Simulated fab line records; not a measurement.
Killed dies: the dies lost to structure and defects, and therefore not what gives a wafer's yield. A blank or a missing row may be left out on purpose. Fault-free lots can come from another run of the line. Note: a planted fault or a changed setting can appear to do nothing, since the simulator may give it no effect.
Matching of chambers || flow nand_harc || NHARC_P_M0_DEP_32 on pecvd-03: 3 sister chambers
The step deposits SiCN, target thk 30 nm. 6 wafers are shown with their chamber, then 11 later ones without.

WAFERS WITH THEIR CHAMBER
{"wafer": "L082.2", "chamber": 1, "heater_power_w (W)": 707}
{"wafer": "L082.5", "chamber": 1, "heater_power_w (W)": 705}
{"wafer": "L085.1", "chamber": 0, "heater_power_w (W)": 547}
{"wafer": "L085.4", "chamber": 0, "heater_power_w (W)": 571}
{"wafer": "L085.6", "chamber": 2, "heater_power_w (W)": 545}
{"wafer": "L085.2", "chamber": 2, "heater_power_w (W)": 537}

WAFERS WHOSE CHAMBER IS MISSING
{"wafer": "L085.3", "heater_power_w (W)": 778}
{"wafer": "L085.5", "heater_power_w (W)": 779}
{"wafer": "L092.3", "heater_power_w (W)": 517}
{"wafer": "L092.4", "heater_power_w (W)": 702}
{"wafer": "L092.5", "heater_power_w (W)": 547}
{"wafer": "L092.1", "heater_power_w (W)": 577}
{"wafer": "L092.2", "heater_power_w (W)": 689}
{"wafer": "L092.6", "heater_power_w (W)": 578}
{"wafer": "L095.1", "heater_power_w (W)": 772}
{"wafer": "L095.4", "heater_power_w (W)": 605}
{"wafer": "L095.5", "heater_power_w (W)": 779}

WHICH CHAMBER EACH ONE RAN IN
{"wafer": "L085.3", "from the rows above": 1, "in truth": 1}
{"wafer": "L085.5", "from the rows above": 1, "in truth": 1}
{"wafer": "L092.3", "from the rows above": "can't be placed: 2 or 0", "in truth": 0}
{"wafer": "L092.4", "from the rows above": 1, "in truth": 1}
{"wafer": "L092.5", "from the rows above": "can't be placed: 2 or 0", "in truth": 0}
{"wafer": "L092.1", "from the rows above": "can't be placed: 0 or 2", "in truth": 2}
{"wafer": "L092.2", "from the rows above": 1, "in truth": 1}
{"wafer": "L092.6", "from the rows above": "can't be placed: 0 or 2", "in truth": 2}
{"wafer": "L095.1", "from the rows above": 1, "in truth": 1}
{"wafer": "L095.4", "from the rows above": "can't be placed: 0 or 2", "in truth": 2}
{"wafer": "L095.5", "from the rows above": 1, "in truth": 1}
6 of 11 placed correctly. Can't be placed from these rows: 5 (the true chamber is among the candidates in 5). Placed wrongly: 0.
How it was worked out, from the rows above alone: a wafer's distance from a chamber is the root of the sum, over the readings, of the square of ((its reading less the chamber's mean) divided by the reading's scatter). If the next closest chamber is less than 2 further off than the closest, the wafer can't be placed; otherwise it belongs to the closest. Each chamber's mean is taken over the wafers shown for it. The scatter is the square root of a quotient: the sum, over the shown wafers, of each reading's squared deviation from its chamber's mean, divided by wafers minus chambers.
